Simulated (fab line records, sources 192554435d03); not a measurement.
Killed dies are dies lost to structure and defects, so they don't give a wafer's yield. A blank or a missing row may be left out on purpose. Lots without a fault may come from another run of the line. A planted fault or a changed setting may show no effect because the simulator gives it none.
Problem report in the 8D (eight disciplines) form, filled by code | flow n5_finfet | the parts of the form that need people (team, actions taken, sign-off) are left out

1. THE PROBLEM
killed_at_contacts at N5_PASSIVATION_PROBE_49 reads a mean of 1104 on 1 wafer of 1 lot; wafers without a fault read 13 with a standard deviation of 6.6. That is +99 or more standard deviations from the usual mean.
First seen on wafer L763.5, day 15 21:53, on prober-02. The record holds 3 wafers of 1 lot with a number at this step. Rule for "out", or "out of limits": more than 4 standard deviations from the usual mean. The other wafers with a number count as sound.

2. WHAT IT IS AND WHAT IT IS NOT
question                    | is                                                                                                                     | is not
which readings at this step | killed_at_contacts, defect_limited_yield, killed_dies, killed_on_rim, sort_bin_5_function, sort_n_pass, sort_yield_pct | killed_at_M0_to_M3, killed_at_M4_up, killed_at_front_end, killed_at_other, killed_open, killed_short, sort_bin_4_leakage, sort_bin_6_memory
which lots                  | L763                                                                                                                   | -
which wafers of those lots  | L763.5                                                                                                                 | L763.2, L763.4
read on which tools         | prober-02                                                                                                              | -
when                        | from day 15 21:53                                                                                                      | up to then (2 sound wafers)

3. SUSPECTS, AND WHAT RULES EACH OUT
Counting: a tool at a process step up to the reading stays a suspect if it ran every lot that is out. Sound lots after the first of them don't rule it out here, since some wafers of a struck lot are sound.
- cmp-01 at N5_MOL_CONTACT_COAG_CMP_28 (polishes, stops on SiNx, t overpolish 0.85 s, target thk 14.522 nm): kept. It ran the lot that is out, L763 (day 7 20:29).
- ald_sin-04 at N5_MOL_CONTACT_COAG_ALD_131 (deposits SiO2, target thk 5 nm, pulse time 1 s, co reactant pulse time 1 s): kept. It ran the lot that is out, L763 (day 7 21:50).
- rie_diel-05 at N5_MOL_CONTACT_COAG_ETCH_91 (etches SOC in N2/H2, target depth 60 nm, overetch 21 nm, time 101.2 s): kept. It ran the lot that is out, L763 (day 7 22:04).
- prober-02 at N5_PASSIVATION_PROBE_49: kept. It ran the lot that is out, L763 (day 15 21:44). Its own readings are out on those wafers: defect_limited_yield, killed_at_contacts, killed_dies, killed_on_rim, sort_bin_5_function, sort_n_pass, sort_yield_pct.
- Within cmp-01 at N5_MOL_CONTACT_COAG_CMP_28: the wafers that are out ran in chamber 1; their sound lot-mates ran in chambers 2, 3.
- Within ald_sin-04 at N5_MOL_CONTACT_COAG_ALD_131: the wafers that are out ran in chamber 1; their sound lot-mates ran in chambers 0, 3.
Left after counting: cmp-01 at N5_MOL_CONTACT_COAG_CMP_28, ald_sin-04 at N5_MOL_CONTACT_COAG_ALD_131, rie_diel-05 at N5_MOL_CONTACT_COAG_ETCH_91, prober-02 at N5_PASSIVATION_PROBE_49.

4. THE CAUSE (what the simulator had put in)
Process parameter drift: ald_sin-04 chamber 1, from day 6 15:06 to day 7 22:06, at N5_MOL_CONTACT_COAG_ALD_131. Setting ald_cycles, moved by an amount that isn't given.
Counting left 4 suspects, and this tool is among them.

5. THE CHAIN OF EFFECTS, in route order
Each row: a reading whose mean over the struck wafers that have a number lies more than 3 standard deviations from the usual. Only readings for which the record gives a usual standard deviation are gone through. hours: the time from each lot's start at the first step in this table that gives one to its start at this step, as a median over the lots. sigmas: the change in usual standard deviations.
hours | step                    | reading              | usual  | on struck wafers | change | sigmas
0     | N5_PASSIVATION_PROBE_49 | defect_limited_yield | 91.0 % | 0.0              | -91.0  | -65
0     | N5_PASSIVATION_PROBE_49 | killed_at_contacts   | 13     | 1104             | +1091  | +99 or more
0     | N5_PASSIVATION_PROBE_49 | killed_dies          | 106    | 1180             | +1074  | +63
0     | N5_PASSIVATION_PROBE_49 | killed_on_rim        | 14     | 152              | +138   | +35
0     | N5_PASSIVATION_PROBE_49 | sort_bin_5_function  | 5.3 %  | 96.0             | +90.7  | +91
0     | N5_PASSIVATION_PROBE_49 | sort_n_pass          | 1073   | 0                | -1073  | -56
0     | N5_PASSIVATION_PROBE_49 | sort_yield_pct       | 91.0 % | 0.0              | -91.0  | -57
The process steps in it:
- N5_PASSIVATION_PROBE_49

6. WHAT WOULD HAVE CAUGHT IT SOONER
In this record the first reading out of limits was taken at day 15 21:53, 223 hours after the fault began at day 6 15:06.
Of the tool readings at N5_MOL_CONTACT_COAG_ALD_131 for which the record gives a usual standard deviation, none was out on any struck wafer, so an alarm limit of 4 standard deviations on them would not have fired.
All the lots that are out (1) had begun N5_MOL_CONTACT_COAG_ALD_131 on ald_sin-04 by day 15 21:53. A hold on the tool at that time would have spared none of them.
